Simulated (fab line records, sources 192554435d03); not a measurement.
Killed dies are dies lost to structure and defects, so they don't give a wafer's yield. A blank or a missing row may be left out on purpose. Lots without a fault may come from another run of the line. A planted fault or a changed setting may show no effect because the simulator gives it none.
A struck lot beside a sound one | flow n5_finfet | 37 steps out of a route of 1938
Sound: wafers L444.1, L444.5, L444.6. Struck: wafers L452.1, L452.5. (L452.2 of the same lot was not struck and is left out.) The cause comes at the end.
At each step with rows: each side's tool, then ch and its chambers, then its first start. Under that, the readings that differ: sound wafers | struck wafers | difference of the means | sigmas: that difference in standard deviations of wafers without a fault.
alike: readings whose means differ by less than 2 such deviations, and words and numbers that are the same on both sides. not compared: withheld readings, readings that some wafer has no value for, bounds like >300 that may hide the same value, and numbers for which the record gives no deviation and whose values overlap.
The two part at a step that has a row with sigmas, a row that says differs or no value, or rows on one side only. Numbers that don't overlap but have no deviation are shown without sigmas and don't part them. A reading that every wafer of one side lacks parts them only if that side has two wafers or more.

first, 8 steps without rows for these wafers: N5_BEOL_M2_ECD_50 (material Cu, target thk 300 nm); N5_BEOL_M2_ANNEAL_51 (time 90 s); N5_BEOL_M2_CMP_52 (polishes, stops on SiOC, t overpolish 6.8 s, target thk 40 nm); N5_BEOL_M2_PRE_CLEAN_60 (time 15 s); N5_BEOL_M2_CO_CAP_55 (material Co, precursor CCTBA/H2, target thk 2 nm, time 102.1 s); N5_BEOL_M2_PRE_CLEAN_56 (time 15 s); N5_BEOL_M2_DEP_57 (deposits SiCN from 3MS/NH3, target thk 8 nm, time 14 s); N5_BEOL_M3_ILD_DEP_00 (deposits SiOC from DEMS/O2, target thk 79 nm, time 15.3 s).
N5_BEOL_M3_PECVD_72: deposits SiO2 from TEOS/O2, target thk 16 nm, time 18 s.
  sound on pecvd-02 ch 1,2, day 7 11:32; struck on pecvd-02 ch 2, day 9 12:43
  reading                                    | sound                | struck        | difference | sigmas
  susceptor_temp_C (C)                       | 400.05 400.10 400.15 | 406.99 407.03 | +6.91      | +33
  model.SiO2_of_BEOL_M3_PECVD_72.thk_nm (nm) | 16.2 16.2 15.8       | 15.2 15.6     | -0.7       |
  alike: heater_power_w, showerhead_plenum_p_Torr, throttle_valve_pct
then, 25 steps without rows for these wafers: N5_BEOL_M3_HM_DEP_02 (deposits TiN, target thk 20 nm); N5_BEOL_M3_COAT_61 (time 60 s, resist thk 60 nm); N5_BEOL_M3_COAT_62 (time 60 s, resist thk 12 nm); N5_BEOL_M3_COAT_73 (time 60 s, resist thk 5 nm); N5_BEOL_M3_COAT_05 (resist thk 30 nm); N5_BEOL_M3_EBR_07; N5_BEOL_M3_SOFTBAKE_06 (time 60 s); N5_BEOL_M3_EXPOSE_08 (exposes mask M3); N5_BEOL_M3_PEB_09 (peb time 60 s); N5_BEOL_M3_DEVELOP_10 (develop time 30 s); N5_BEOL_M3_DESCUM_16 (chemistry O2, time 7 s); N5_BEOL_M3_ETCH_74 (etches underlayer in N2/H2, target depth 6.5 nm, time 5.2 s); N5_BEOL_M3_ETCH_63 (etches SiARC in CF4, target depth 15.6 nm, time 26 s); N5_BEOL_M3_ETCH_64 (etches SOC in N2/H2, target depth 75 nm, overetch 15 nm, time 112.5 s); N5_BEOL_M3_STRIP_65 (strips in N2/H2); N5_BEOL_M3_STRIP_75 (strips in N2/H2); N5_BEOL_M3_STRIP_66 (strips in CF4); N5_BEOL_M3_HM_OPEN_17 (chemistry Cl2/BCl3, target TiN, target depth 20 nm, overetch 6 nm); N5_BEOL_M3_STRIP_19 (strips in O2); N5_BEOL_M3_COAT_67 (time 60 s, resist thk 60 nm); N5_BEOL_M3_COAT_68 (time 60 s, resist thk 12 nm); N5_BEOL_M3_COAT_76 (time 60 s, resist thk 5 nm); N5_BEOL_M3_COAT_22 (resist thk 30 nm); N5_BEOL_M3_EBR_24; N5_BEOL_M3_SOFTBAKE_23 (time 60 s).
N5_BEOL_M3_HM_STRIP_39: strips TiN in peroxide tin strip, target depth 25 nm, time 158 s.
  sound on wet_bench-05 ch 0,3,5, day 7 15:17; struck on wet_bench-02 ch 0,3, day 9 16:25
  reading                                    | sound      | struck    | difference | sigmas
  model.SiO2_of_BEOL_M3_PECVD_72.thk_nm (nm) | 16 16 15.8 | 15.2 15.4 | -0.6       |
  alike: bath_guard_temp_C
N5_BEOL_M4_RC_MEAS_101:
  sound on prober-02 ch 0, day 8 05:14; struck on prober-01 ch 0, day 10 09:22
  alike: DIBL_N, DIBL_P, IOFF_N, IOFF_P, ION_N, ION_P, SS_N, SS_P, VT_N, VT_P
-- the record jumps here: 5 days lie between the struck wafers' starts before and after (it left off in module BEOL_M4 and takes up again in module PASSIVATION, whose first step shown is number 1936 of the route) --
N5_PASSIVATION_PROBE_49:
  the record has rows for the struck wafers here (prober-02, day 15 07:00) and none for the sound ones

WHERE THEY PART
First at N5_BEOL_M3_PECVD_72; last, within this record, at N5_PASSIVATION_PROBE_49.

WHY: what the simulator had put in
Process parameter drift: pecvd-02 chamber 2, from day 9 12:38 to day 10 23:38, at N5_BEOL_M3_PECVD_72. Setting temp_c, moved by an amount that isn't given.
